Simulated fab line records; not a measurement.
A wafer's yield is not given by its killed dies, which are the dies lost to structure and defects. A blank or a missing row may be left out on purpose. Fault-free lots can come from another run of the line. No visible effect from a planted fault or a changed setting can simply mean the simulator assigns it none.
Chamber matching ; flow n5_finfet ; N5_BEOL_M15_TRENCH_ETCH_34 on rie_diel-04 has 4 sister chambers
The step etches SiO2 in C4F8/O2/Ar, target depth 872.93 nm, time 199 s. 18 wafers are shown with their chamber, then 9 later ones without.

WAFERS PAIRED WITH THEIR CHAMBERS
wafer;chamber;rf_vpp_V (V);throttle_valve_pct (%);showerhead_plenum_p_Torr (Torr)
L075.1;1;2242;31.00;3.61
L075.3;2;2066;30.89;3.28
L075.5;1;2243;31.00;3.61
L079.4;3;2235;30.49;3.35
L079.5;2;2064;30.86;3.27
L079.6;3;2234;30.49;3.35
L080.2;3;2234;30.49;3.35
L080.3;2;2066;30.87;3.27
L080.6;1;2241;31.00;3.60
L081.2;2;2063;30.86;3.27
L081.3;0;2157;30.17;3.62
L081.5;3;2235;30.49;3.35
L082.2;0;2157;30.18;3.62
L082.3;3;2234;30.49;3.35
L082.4;1;2242;31.00;3.60
L085.3;3;2234;30.49;3.34
L085.4;0;2158;30.18;3.62
L085.6;2;2064;30.88;3.27

SIGNATURES (averages over the wafers above)
reading;chamber 0;chamber 1;chamber 2;chamber 3;scatter within a chamber
rf_vpp_V;2157.33;2242.00;2064.60;2234.33;0.894
throttle_valve_pct;30.1767;31.0000;30.8720;30.4900;0.0073
showerhead_plenum_p_Torr;3.6200;3.6050;3.2720;3.3483;0.00434
Rule: for each reading, subtract the chamber's mean from the wafer's reading, divide by that reading's scatter and square the result; add these up over the readings and take the root, which gives the wafer's distance from the chamber. The wafer belongs to the nearest chamber; if the next one is less than 2 further off, it can't be placed. The scatter: take each reading less its chamber's mean, square it, sum over the shown wafers, divide by the number of wafers less the number of chambers, and take the root.

WAFERS WITHOUT THEIR CHAMBER
wafer;rf_vpp_V (V);throttle_valve_pct (%);showerhead_plenum_p_Torr (Torr)
L087.1;2157;30.18;3.61
L087.2;2233;30.51;3.34
L087.3;2241;31.01;3.59
L093.1;2232;30.52;3.33
L093.3;2240;31.04;3.59
L093.4;2156;30.19;3.61
L096.2;2156;30.20;3.61
L096.3;2233;30.54;3.33
L096.5;2233;30.53;3.33

CHAMBER TAKEN BY EACH
wafer;from the rows above;in truth
L087.1;0;0
L087.2;3;3
L087.3;1;1
L093.1;3;3
L093.3;1;1
L093.4;0;0
L096.2;0;0
L096.3;3;3
L096.5;3;3
Placed correctly: 9 of 9. Can't be placed from these rows: 0. Number placed wrongly: 0.
